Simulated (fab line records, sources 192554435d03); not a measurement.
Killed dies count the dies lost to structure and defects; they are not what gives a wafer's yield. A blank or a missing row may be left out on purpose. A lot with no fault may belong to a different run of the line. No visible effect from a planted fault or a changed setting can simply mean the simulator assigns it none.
Chamber matching -- flow n5-finfet -- 4 sister chambers for N5_GATE_CUT_STRIP_42 on rie-diel-04
The step strips in O2. 4 wafers are shown with their chamber, then 7 later ones without.

== WAFERS PAIRED WITH THEIR CHAMBERS ==
wafer,chamber,showerhead-plenum-p-Torr (Torr)
L712.5,0,2.06
L715.5,1,2.14
L716.1,3,2.03
L716.2,2,2.00

== WAFERS MISSING THEIR CHAMBER ==
wafer,showerhead-plenum-p-Torr (Torr)
L716.5,2.14
L722.3,2.02
L722.4,2.00
L722.5,2.02
L723.1,2.02
L723.3,2.13
L723.4,2.00

== EACH ONE'S CHAMBER ==
wafer,from the rows above,in truth
L716.5,1,1
L722.3,can't be placed: 3 or 2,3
L722.4,2,2
L722.5,can't be placed: 3 or 2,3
L723.1,can't be placed: 3 or 2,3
L723.3,1,1
L723.4,2,2
Placed correctly: 4 of 7. Can't be placed from these rows: 3 (the true chamber is among the candidates in 3). Number placed wrongly: 0.
How it was worked out, from the rows above alone: a wafer's distance from a chamber is the root of the sum, over the readings, of the square of ((its reading less the chamber's mean) divided by the reading's scatter). The wafer belongs to the nearest chamber; if the next one is less than 2 further off, it can't be placed. A chamber's mean is the mean of its shown wafers. The scatter: with one shown wafer a chamber, the root of the mean of the squares of how far each hidden wafer lies from its nearest shown one.
